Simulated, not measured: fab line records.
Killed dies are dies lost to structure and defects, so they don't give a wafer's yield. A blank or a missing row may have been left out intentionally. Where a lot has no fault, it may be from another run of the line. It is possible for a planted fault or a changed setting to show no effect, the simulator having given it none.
Which tool was responsible? ; flow nandHarc ; Sampling: 14 lots, 42 wafers, 4 of 1302 route steps

== WHAT EACH GAUGE READ, for each wafer ==
Not one reading of a measure or inspect step in the record can be checked against a usual standard deviation.

== TOOL THAT RAN EACH LOT (tool first, then ch and the chambers of the sampled wafers, then the start) ==
lot;NHARC_P_ZERO_WELL_PEB_22;NHARC_P_ZERO_WELL_DESCUM_39;NHARC_P_ZERO_WELL_DESCUM_54;NHARC_P_STI_ETCH_31
L495;lithoTrack-03 ch 0, day 2 08:37;rieDiel-03 ch 0,2,3, day 2 10:23;rieDiel-02 ch 2,3, day 2 12:01;rieDiel-07 ch 0,2,3, no start
L496;lithoTrack-02 ch 0, day 2 18:28;rieDiel-03 ch 0,2,3, day 2 20:20;rieDiel-13 ch 0,1,3, day 2 21:55;rieDiel-04 ch 0,1,3, no start
L498;lithoTrack-03 ch 0, day 3 14:22;rieDiel-02 ch 0,1,2, day 3 16:16;rieDiel-02 ch 1,2,3, day 3 17:52;rieDiel-04 ch 0,2,3, no start
L499;lithoTrack-02 ch 0, day 4 00:14;rieDiel-02 ch 1,2,3, day 4 02:13;rieDiel-02 ch 0,3, day 4 06:17;rieDiel-05 ch 2,3, no start
L503;lithoTrack-02 ch 0, day 5 16:22;rieDiel-13 ch 1,2,3, day 5 18:16;rieDiel-02 ch 2,3, day 5 19:47;rieDiel-04 ch 1,2,3, no start
L504;lithoTrack-02 ch 0, day 6 02:29;rieDiel-02 ch 0,1,3, day 6 04:18;rieDiel-13 ch 1,3, day 6 05:55;rieDiel-04 ch 1,3, no start
L507;lithoTrack-02, day 7 08:23;rieDiel-03 ch 0,1,2, day 7 10:11;rieDiel-13 ch 1,2, day 7 11:41;-
L508;lithoTrack-07, day 7 18:35;rieDiel-13 ch 1,3, day 7 20:49;rieDiel-02 ch 1,3, day 7 22:36;-
L509;lithoTrack-03 ch 0, day 8 04:38;rieDiel-03 ch 2,3, day 8 06:35;rieDiel-02 ch 0,1,2, day 8 08:15;rieDiel-04 ch 0,2,3, no start
L510;lithoTrack-03 ch 0, day 8 14:37;rieDiel-02 ch 0,1,2, day 8 16:31;rieDiel-13 ch 0,1,3, day 8 18:09;rieDiel-07 ch 0,1,2, no start
L514;lithoTrack-03 ch 0, day 10 06:32;rieDiel-03 ch 0,2,3, day 10 08:19;rieDiel-03 ch 1,2,3, day 10 09:51;rieDiel-04 ch 0,1,3, no start
L515;lithoTrack-07 ch 0, day 10 16:24;rieDiel-02 ch 0,1, day 10 18:19;rieDiel-02 ch 0,1,2, day 10 19:51;rieDiel-04 ch 2,3, no start
L516;lithoTrack-07 ch 0, day 11 02:32;rieDiel-03 ch 1,2, day 11 04:26;rieDiel-03 ch 0,1, day 11 06:23;rieDiel-04 ch 0,1,3, no start
L517;lithoTrack-02 ch 0, day 11 12:14;rieDiel-03 ch 0,1,3, day 11 14:09;rieDiel-03 ch 0,1,3, day 11 15:41;rieDiel-05 ch 0,2,3, no start
- NHARC_P_ZERO_WELL_PEB_22: peb time 85 s.
- NHARC_P_ZERO_WELL_DESCUM_39: chemistry O2, time 3 s.
- NHARC_P_ZERO_WELL_DESCUM_54: chemistry O2, time 3 s.
- NHARC_P_STI_ETCH_31: etches the open film in CF4/CHF3, target depth 108.9 nm, time 54.5 s.

== WHAT THE TOOLS THEMSELVES READ (means of the sampled wafers that have a number; where no wafer has one, the mark that the record gives instead) ==
NHARC_P_ZERO_WELL_PEB_22. Usual: chillPlateTempC 23.00 C, standard deviation 0.11; exhaustPa 45.1 Pa, standard deviation 1.
lot;tool;chillPlateTempC (C);exhaustPa (Pa);flag
L495;lithoTrack-03;23.02;44.4;
L496;lithoTrack-02;23.01;44.3;
L498;lithoTrack-03;23.02;44.8;
L499;lithoTrack-02;23.01;45.3;
L503;lithoTrack-02;23.05;44.6;
L504;lithoTrack-02;22.98;45.1;
L507;lithoTrack-02;-;-;OFF
L508;lithoTrack-07;-;-;OFF
L509;lithoTrack-03;22.73;45.0;
L510;lithoTrack-03;23.02;45.6;
L514;lithoTrack-03;23.04;45.1;
L515;lithoTrack-07;22.90;46.2;
L516;lithoTrack-07;23.02;45.6;
L517;lithoTrack-02;23.01;44.9;

NHARC_P_ZERO_WELL_DESCUM_39. Usual: drypumpMotorCurrentA 5.86 A, standard deviation 0.28; oesProductAu 0.998 a.u., standard deviation 0.011; rfVppV 57.9 V, standard deviation 0.97; showerheadPlenumPTorr 1.92 Torr, standard deviation 0.092; throttleValvePct 11.310 %, standard deviation 0.0089.
lot;tool;drypumpMotorCurrentA (A);oesProductAu (a.u.);rfVppV (V);showerheadPlenumPTorr (Torr);throttleValvePct (%);flag
L495;rieDiel-03;5.94;1.006;58.7;1.92;11.307;
L496;rieDiel-03;5.94;0.999;57.7;1.92;11.309;
L498;rieDiel-02;5.75;0.998;58.0;1.92;11.310;
L499;rieDiel-02;5.79;0.999;58.6;1.92;11.310;
L503;rieDiel-13;6.14;0.993;58.1;1.92;11.313;
L504;rieDiel-02;5.78;0.999;57.9;1.93;11.311;
L507;rieDiel-03;6.00;0.997;56.7;1.93;11.312;
L508;rieDiel-13;5.92;0.987;58.7;1.95;11.309;
L509;rieDiel-03;5.99;1.011;56.7;1.86;11.300;
L510;rieDiel-02;5.76;0.999;57.4;1.91;11.321;
L514;rieDiel-03;5.94;1.008;57.6;1.90;11.311;
L515;rieDiel-02;5.79;0.986;58.0;1.91;11.316;
L516;rieDiel-03;6.04;1.009;57.0;1.88;11.315;
L517;rieDiel-03;5.89;1.002;58.1;1.98;11.311;

NHARC_P_ZERO_WELL_DESCUM_54. Usual: drypumpMotorCurrentA 5.8 A, standard deviation 0.31; oesProductAu 0.998 a.u., standard deviation 0.011; rfVppV 57.7 V, standard deviation 0.89; showerheadPlenumPTorr 1.92 Torr, standard deviation 0.089; throttleValvePct 11.310 %, standard deviation 0.0093.
lot;tool;drypumpMotorCurrentA (A);oesProductAu (a.u.);rfVppV (V);showerheadPlenumPTorr (Torr);throttleValvePct (%);flag
L495;rieDiel-02;5.6;0.982;57.4;1.85;11.314;
L496;rieDiel-13;5.8;0.994;57.2;1.94;11.300;
L498;rieDiel-02;5.8;1.002;56.9;1.93;11.316;
L499;rieDiel-02;5.6;0.992;57.2;1.86;11.307;
L503;rieDiel-02;5.6;1.003;56.9;1.84;11.317;
L504;rieDiel-13;5.9;0.991;58.3;1.95;11.321;
L507;rieDiel-13;5.8;0.989;57.5;1.91;11.306;
L508;rieDiel-02;6.0;1.006;57.6;2.00;11.305;
L509;rieDiel-02;5.8;0.996;57.2;1.91;11.312;
L510;rieDiel-13;5.9;0.996;57.2;1.93;11.306;
L514;rieDiel-03;6.0;1.008;57.8;1.94;11.313;
L515;rieDiel-02;5.8;0.996;57.5;1.90;11.309;
L516;rieDiel-03;5.9;1.013;57.6;2.00;11.307;
L517;rieDiel-03;5.9;1.005;58.0;1.98;11.307;

NHARC_P_STI_ETCH_31. Usual: drypumpMotorCurrentA 5.8 A, standard deviation 0.35; oesProductAu 0.961 a.u., standard deviation 0.021; rfVppV 370.3 V, standard deviation 2; showerheadPlenumPTorr 1.57 Torr, standard deviation 0.053; throttleValvePct 16.802 %, standard deviation 0.0093.
lot;tool;drypumpMotorCurrentA (A);oesProductAu (a.u.);rfVppV (V);showerheadPlenumPTorr (Torr);throttleValvePct (%);flag
L495;rieDiel-07;5.5;0.977;370.0;1.56;16.801;
L496;rieDiel-04;5.9;0.935;371.4;1.57;16.799;
L498;rieDiel-04;6.0;0.947;369.9;1.55;16.792;
L499;rieDiel-05;5.5;0.976;369.2;1.52;16.800;
L503;rieDiel-04;6.0;0.924;371.9;1.60;16.806;
L504;rieDiel-04;6.2;0.979;371.8;1.59;16.803;
L509;rieDiel-04;6.0;0.975;370.4;1.55;16.802;
L510;rieDiel-07;5.4;0.935;370.4;1.58;16.802;
L514;rieDiel-04;5.9;0.971;370.1;1.57;16.806;
L515;rieDiel-04;6.2;0.967;370.3;1.57;16.805;
L516;rieDiel-04;5.9;0.927;370.9;1.57;16.805;
L517;rieDiel-05;5.7;0.968;369.6;1.55;16.802;

== THE ANSWER, worked out from the rows above alone ==
Rule: lot off if the mean of its wafers having a number is beyond 3 standard deviations from the usual mean. Also off: a lot with no number at a reading for which 4 or more lots have one. The other lots that the step has rows for count as sound. First the gauges in route order, then the tools' own readings, where a lot's mean is used as printed above. At the first step where some lot is off, the reading lying furthest off is the one used; lots without a number count as furthest.
Off: L507, L508, at NHARC_P_ZERO_WELL_PEB_22 (chillPlateTempC). Without a number there: L507, L508.
A tool fits if, at that step or a process step before it, it ran every lot that is off, and no sound lot after the first of them. Not one of the candidates tried fits.

== WHAT THE SIMULATOR HAD PUT IN ==
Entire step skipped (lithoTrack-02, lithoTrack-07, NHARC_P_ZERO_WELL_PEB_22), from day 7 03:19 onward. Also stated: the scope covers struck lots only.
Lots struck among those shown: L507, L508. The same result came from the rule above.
